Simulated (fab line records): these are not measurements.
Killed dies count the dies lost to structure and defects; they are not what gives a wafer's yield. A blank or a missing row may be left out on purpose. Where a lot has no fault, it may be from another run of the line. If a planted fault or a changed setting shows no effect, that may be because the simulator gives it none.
fab line records | flow nand-harc
record lots=13 wafers=39 last-day=33
route steps=1302 shown P_GATE@113 END@1302
lots that met no fault: from a run of the same line without faults
start-h: hours from the record's opening day to when the first of the lot's shown wafers began | wait-h: time in hours since the lot's previous step | " same as the row above | L1.1+2: a single row standing in for several wafers | - no value, or no start given | * or withheld: withheld | < > ~ a bound
route shown NAME@n: names a module that has steps shown in the file, with the first one's number in the route | usual: mean/standard deviation taken from wafers without a fault | same: alike in all rows | chamber/n: place in a boat | sites: readings site by site | _std_site: standard deviation of those values | _edge_site: the outer-site mean with the inner-site mean subtracted | radius-mm: how far each site lies from the wafer's centre | mask NAME#n: copy n | behind: the most recent tool/chamber to have shaped the wafer | hold: cause of the lot's hold/its duration in hours/its outcome | device: the n, p or np transistor that did not switch | end of line: the same wafers' tests at the end of the route | step lacking rows: just its recipe | killed: at the first sort, the dies lost to defects and structure; wafer yield is something else | map: a wafer's dies, marking killed ones x, the rest . and places with no die _
set.NAME: setting as actually run; set.NAME@STEP: the setting as run at that earlier step | model.NAME: the simulator's own value behind a step, which no gauge read
one table for each step of the route and one row for each wafer, over a sample of lots
services: from which hour (start-h, from the record's first day; less than 0 if before it) a tool's chamber was out of use, for how many hours, and why
## steps
# step NHARC_P_GATE_OXIDE_02
# recipe target-thk-a=375 temp-c=950 p-h2o-torr=720 ox-time-s=365 material=SiO2
# usual zone-power-centre-pct=20.4/2.2
# columns lot.wafer tool chamber start-h wait-h zone-power-centre-pct
L426.2 furnace-07 0 89.74 - 17.9
L426.3 " 0 " " 17.7
L426.6 " 0 " " 18.0
L428.1 furnace-07 0 104.07 - 17.9
L428.3 " 0 " " 17.9
L428.6 " 0 " " 17.8
L430.3 furnace-01 0 135.02 - 21.4
L430.4 " 0 " " 21.3
L430.6 " 0 " " 21.0
L431.1 furnace-01 0 135.02 - 21.2
L431.2 " 0 " " 21.4
L431.3 " 0 " " 21.3
L432.2 furnace-01 0 146.35 - 20.9
L432.3 " 0 " " 21.1
L432.6 " 0 " " 20.9
L435.1 furnace-01 0 179.45 - 21.3
L435.2 " 0 " " 20.9
L435.5 " 0 " " 20.7
L442.1 furnace-01 0 245.20 - 21.1
L442.5 " 0 " " 21.1
L442.6 " 0 " " 21.3
L443.2 furnace-01 0 253.86 - 21.0
L443.3 " 0 " " 21.0
L443.4 " 0 " " 21.2
L444.1 furnace-07 0 263.55 - 17.8
L444.4 " 0 " " 18.0
L444.6 " 0 " " 18.0
L445.2 furnace-01 0 274.01 - 21.1
L445.3 " 0 " " 21.2
L445.6 " 0 " " 21.3
L446.1 furnace-01 0 283.18 - 21.0
L446.2 " 0 " " 21.2
L446.4 " 0 " " 21.0
L447.1 furnace-07 0 295.44 - 17.8
L447.2 " 0 " " 17.7
L447.6 " 0 " " 18.1
L448.1 furnace-01 0 309.17 - 21.3
L448.2 " 0 " " 20.8
L448.5 " 0 " " 21.3
# step NHARC_P_GATE_DEP_103
# recipe target-thk-a=300 target-thk-nm=30 temp-c=400 flow-sccm=200 rf-w=350 material=SiON
# usual heater-power-w=727/80
# columns lot.wafer tool chamber start-h wait-h heater-power-w
L426.2 pecvd-04 0 108.28 0.5 655
L426.3 " 0 " " 649
L426.6 " 0 " " 682
L428.3 pecvd-04 2 124.56 0.3 752
L428.1 " 0 " " 648
L428.6 " 2 " " 712
L430.3 pecvd-04 0 154.19 0.4 711
L430.4 " 2 " " 731
L430.6 " 1 " " 716
L431.2 pecvd-03 1 157.70 0.5 607
L431.3 " 2 " " 756
L431.1 " 0 " " 804
L432.2 pecvd-01 2 165.14 0.5 846
L432.3 " 0 " " 789
L432.6 " 2 " " 839
L435.1 pecvd-03 1 198.50 0.6 614
L435.2 " 2 " " 801
L435.5 " 2 " " 780
L442.1 pecvd-04 2 265.53 0.6 759
L442.5 " 0 " " 661
L442.6 " 1 " " 603
L443.3 pecvd-03 0 276.47 0.4 838
L443.2 " 1 " " 626
L443.4 " 1 " " 636
L444.1 pecvd-01 0 284.56 0.6 804
L444.6 " 1 " " 684
L444.4 " 2 " " 852
L445.3 pecvd-03 0 294.67 0.4 781
L445.2 " 1 " " 524
L445.6 " 1 " " 518
L446.1 pecvd-04 2 304.05 0.6 654
L446.2 " 0 " " 747
L446.4 " 1 " " 658
L447.1 pecvd-04 1 314.53 0.7 640
L447.2 " 0 " " 710
L447.6 " 2 " " 763
L448.1 pecvd-01 2 327.94 0.6 868
L448.2 " 0 " " 800
L448.5 " 1 " " 788
# step NHARC_P_GATE_OVL_MEAS_27
# usual overlay-x-nm=0.2/0.88 overlay-y-nm=0.2/0.91
# columns lot.wafer tool chamber start-h wait-h overlay-x-nm overlay-y-nm
L426.2 overlay-01 - 109.09 - -0.7 0.3
L426.3 " - " " -0.9 1.0
L426.6 " - " " -0.6 0.2
L428.1 overlay-02 - 125.21 - 0.4 -1.3
L428.3 " - " " 0.2 -1.1
L428.6 " - " " 0.0 -1.5
L430.3 overlay-02 - 154.95 - 0.8 -0.7
L430.4 " - " " 0.6 -0.2
L430.6 " - " " 0.6 -0.4
L431.1 overlay-01 - 158.46 - 0.7 1.0
L431.2 " - " " 1.0 0.4
L431.3 " - " " 1.2 0.8
L432.2 overlay-01 - 165.76 - 0.8 1.0
L432.3 " - " " 0.7 1.2
L432.6 " - " " 1.0 1.0
L435.1 overlay-01 - 199.26 - 1.4 0.3
L435.2 " - " " 1.2 0.3
L435.5 " - " " 1.6 -0.1
L442.1 overlay-01 - 266.24 - -0.1 0.9
L442.5 " - " " -0.2 0.7
L442.6 " - " " -0.4 1.2
L443.2 overlay-01 - 277.21 - -1.3 0.9
L443.3 " - " " -1.0 1.5
L443.4 " - " " -1.1 1.5
L444.1 overlay-01 - 285.33 - 0.7 0.0
L444.4 " - " " 0.5 0.0
L444.6 " - " " 0.6 0.3
L445.2 overlay-02 - 295.28 - -1.2 -1.0
L445.3 " - " " -0.5 -0.8
L445.6 " - " " -0.9 -1.2
L446.1 overlay-02 - 304.79 - 1.4 1.4
L446.2 " - " " 1.2 1.3
L446.4 " - " " 1.5 1.2
L447.1 overlay-01 - 315.30 - -1.7 -0.9
L447.2 " - " " -1.6 -0.3
L447.6 " - " " -1.1 -0.8
L448.1 overlay-01 - 328.71 - -0.9 -0.5
L448.2 " - " " -1.3 -0.4
L448.5 " - " " -1.4 -0.1
# step NHARC_P_GATE_INSPECT_28
# usual raw-defect-count=6/3.1
# columns lot.wafer tool chamber start-h wait-h raw-defect-count
L426.2 defect-inspect-02 - 109.13 0.0 3
L426.3 " - " " 7
L426.6 " - " " 10
L428.1 defect-inspect-02 - 125.24 0.0 11
L428.3 " - " " 6
L428.6 " - " " 9
L430.3 defect-inspect-01 - 154.98 0.0 3
L430.4 " - " " 5
L430.6 " - " " 2
L431.1 defect-inspect-02 - 158.50 0.0 5
L431.2 " - " " 5
L431.3 " - " " 4
L432.2 defect-inspect-01 - 165.79 0.0 41
L432.3 " - " " 49
L432.6 " - " " 44
L435.1 defect-inspect-01 - 199.30 0.0 40
L435.2 " - " " 32
L435.5 " - " " 45
L442.1 defect-inspect-02 - 266.27 0.0 3
L442.5 " - " " 3
L442.6 " - " " 5
L443.2 defect-inspect-02 - 277.25 0.0 7
L443.3 " - " " 1
L443.4 " - " " 4
L444.1 defect-inspect-02 - 285.36 0.0 9
L444.4 " - " " 7
L444.6 " - " " 12
L445.2 defect-inspect-02 - 295.32 0.0 7
L445.3 " - " " 11
L445.6 " - " " 5
L446.1 defect-inspect-02 - 304.83 0.0 8
L446.2 " - " " 10
L446.4 " - " " 5
L447.1 defect-inspect-02 - 315.33 0.0 6
L447.2 " - " " 5
L447.6 " - " " 7
L448.1 defect-inspect-01 - 328.74 0.0 6
L448.2 " - " " 6
L448.5 " - " " 9
# step NHARC_P_GATE_ALD_36
# recipe target-thk-a=200 pulse-time-s=60 ald-cycles=223 temp-c=400 material=SiNx
# usual heater-power-w=847/100 precursor-pulse-height-rel=0.998/0.019
# same pulse-time-s=60
# columns lot.wafer tool chamber start-h wait-h heater-power-w precursor-pulse-height-rel
L426.2 ald-sin-04 2 110.44 - 876 1.031
L426.3 " 3 111.49 - 775 0.983
L426.6 " 3 115.69 - 765 0.996
L428.3 ald-sin-04 2 128.62 - 901 0.996
L428.1 " 3 129.65 - 767 0.984
L428.6 " 1 131.71 - 771 1.004
L430.3 ald-sin-03 3 157.43 - 864 1.025
L430.4 " 0 158.49 - 840 0.983
L430.6 " 3 161.69 - 888 0.998
L431.2 ald-sin-04 2 159.84 - 895 1.009
L431.3 " 3 160.90 - 773 0.996
L431.1 " 0 161.96 - 1058 1.017
L432.2 ald-sin-02 3 167.13 - 692 0.984
L432.3 " 0 168.18 - 908 1.021
L432.6 " 3 171.33 - 719 0.967
L435.2 ald-sin-02 1 200.71 - 761 0.966
L435.1 " 3 203.55 - 708 1.020
L435.5 " 3 207.81 - 721 0.973
L442.1 ald-sin-03 3 269.69 - 927 0.973
L442.5 " 1 271.80 - 954 0.991
L442.6 " 2 272.86 - 780 0.997
L443.3 ald-sin-04 1 279.66 - 756 1.022
L443.4 " 2 280.72 - 859 1.017
L443.2 " 3 281.77 - 788 0.994
L444.1 ald-sin-02 2 286.67 - 765 0.973
L444.6 " 3 292.37 - 697 1.010
L444.4 " 0 293.79 - 911 0.999
L445.3 ald-sin-03 2 296.63 - 803 1.042
L445.2 " 3 297.70 - 906 1.002
L445.6 " 2 300.89 - 794 0.994
L446.1 ald-sin-04 3 307.20 - 800 0.973
L446.4 " 0 308.26 - 1056 0.999
L446.2 " 1 309.32 - 729 0.998
L447.1 ald-sin-02 0 316.71 - 891 1.007
L447.2 " 1 317.77 - 719 0.981
L447.6 " 1 322.01 - 726 1.021
L448.1 ald-sin-03 1 330.08 - 945 0.997
L448.2 " 2 331.13 - 822 1.008
L448.5 " 1 334.29 - 968 1.007
# step NHARC_END_SORT_01
# recipe temp-c=25
# usual killed-at-array=46/16 killed-at-other=0.9/1.3 killed-at-periphery=4.1/3 killed-dies=51/17 killed-open=3.5/1.8 killed-short=2.5/1.8
# same gross-dies=677
# columns lot.wafer tool chamber start-h wait-h killed-at-array killed-at-other killed-at-periphery killed-dies killed-open killed-short
L432.2 prober-02 0 643.20 2.8 31 0 35 66 0 1
L432.3 prober-02 0 644.01 3.1 43 0 36 79 5 4
L432.6 prober-02 0 646.44 4.0 34 0 40 74 1 3
L435.1 prober-01 0 668.11 2.5 47 1 30 78 0 2
L435.2 prober-01 0 668.92 2.8 59 3 28 90 3 2
L435.5 prober-01 0 671.34 3.7 51 1 36 88 4 1
# killed by level:class
L432.2 P_GATE:unspecified=35 A_CHANNEL_HOLE_D2:chamber-film-flake=20 A_STAIRCASE:chamber-film-flake=5 A_CHANNEL_HOLE_D1:chamber-film-flake=2 A_WL_FILL:geometric-particle:short=1 A_DECK1_JOINT:chamber-film-flake=1 A_SLIT:chamber-film-flake=1 A_CONTACT:chamber-film-flake=1
L432.3 P_GATE:unspecified=35 A_CHANNEL_HOLE_D2:chamber-film-flake=31 A_M0:geometric-particle:open=2 P_CONTACT:geometric-particle:short=1 A_SOURCE_PLATE:geometric-particle:open=1 A_CHANNEL_HOLE_D2:geometric-particle:short=1 A_CHANNEL_FILL_D2:geometric-particle:open=1 A_CHANNEL_FILL_D2:geometric-particle:short=1
L432.6 P_GATE:unspecified=38 A_CHANNEL_HOLE_D2:chamber-film-flake=22 A_CHANNEL_HOLE_D1:chamber-film-flake=3 A_STAIRCASE:chamber-film-flake=3 P_GATE:geometric-particle:short=1 A_DECK1_JOINT:geometric-particle:short=1 A_ONON_D2:geometric-particle:short=1 A_CONTACT:geometric-particle:open=1
L435.1 P_GATE:unspecified=28 A_SLIT:chamber-film-flake=23 A_CHANNEL_HOLE_D1:chamber-film-flake=18 P_ZERO_WELL:chamber-film-flake=2 A_CHANNEL_FILL_D1:geometric-particle:short=1 A_ONON_D2:geometric-particle:short=1 A_CHANNEL_HOLE_D2:chamber-film-flake=1 A_ZERO_WELL:chamber-film-flake=1
L435.2 A_SLIT:chamber-film-flake=30 P_GATE:unspecified=27 A_CHANNEL_HOLE_D1:chamber-film-flake=21 THIN_TSV:chamber-film-flake=3 A_CHANNEL_HOLE_D2:chamber-film-flake=2 P_STI:geometric-particle:short=1 A_ONON_D1:geometric-particle:open=1 A_CHANNEL_HOLE_D1:geometric-particle:open=1
L435.5 P_GATE:unspecified=35 A_SLIT:chamber-film-flake=24 A_CHANNEL_HOLE_D1:chamber-film-flake=17 A_STAIRCASE:chamber-film-flake=4 P_GATE:geometric-particle:open=1 A_CHANNEL_FILL_D1:geometric-particle:short=1 A_CHANNEL_FILL_D2:geometric-particle:open=1 A_WL_FILL:geometric-particle:open=1
## services
# columns tool chamber start-h hours kind
pecvd-04 0 73.98 5.0 repair
ald-sin-04 - 81.06 10.0 pm
pecvd-04 - 88.03 13.0 pm
pecvd-04 0 88.03 13.0 vent-cycle
pecvd-04 1 88.03 33.8 vent-cycle
pecvd-04 2 88.03 13.0 vent-cycle
ald-sin-02 2 101.29 5.5 repair
ald-sin-02 - 118.00 10.0 pm
pecvd-01 - 130.18 13.0 pm
ald-sin-03 - 171.37 10.0 pm
pecvd-03 - 185.47 13.0 pm
ald-sin-04 2 189.32 10.3 repair
ald-sin-02 0 198.40 3.6 repair
furnace-01 - 206.06 26.0 pm
ald-sin-03 1 225.62 1.6 repair
pecvd-01 1 263.91 3.4 repair
pecvd-04 - 269.03 13.0 pm
ald-sin-02 3 269.52 4.7 repair
pecvd-01 - 271.90 1.0 repair
pecvd-01 - 276.31 2.0 repair
ald-sin-02 1 279.82 15.4 repair
ald-sin-04 2 292.32 12.3 repair
pecvd-01 - 311.18 13.0 pm
ald-sin-04 - 320.93 0.9 repair
## key
first-sign step=NHARC_P_GATE_INSPECT_28 reading=raw-defect-count direction=up sigmas=11 usual=6 struck=42
effect step=NHARC_END_SORT_01 reading=killed-at-periphery direction=up sigmas=10 usual=4.1 struck=34.2
more-kills-born-at NHARC_P_GATE_OXIDE_02@furnace-01=198
met-at NHARC_P_GATE_OXIDE_02
struck-lots L432,L435
struck-wafers L432.2,L432.3,L432.6,L435.1,L435.2,L435.5
tester-left-out L432,L435
not-acting-at NHARC_P_GATE_DEP_103,NHARC_P_GATE_OVL_MEAS_27,NHARC_P_GATE_ALD_36
onset-between 135.02 146.35
fault kind=chamber-particle-source tool=furnace-01 chamber=0 onset-h=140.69 steps=NHARC_P_GATE_OXIDE_02 rate-per-visit-cm2=0.052012 end-h=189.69
# tester-left-out: of these lots the tester's yield and bins aren't shown, on N5 and GAA mostly nor the transistor test; their killed dies are dies lost to structure and defects alone, not to doping, threshold or leakage, so they don't give the yield
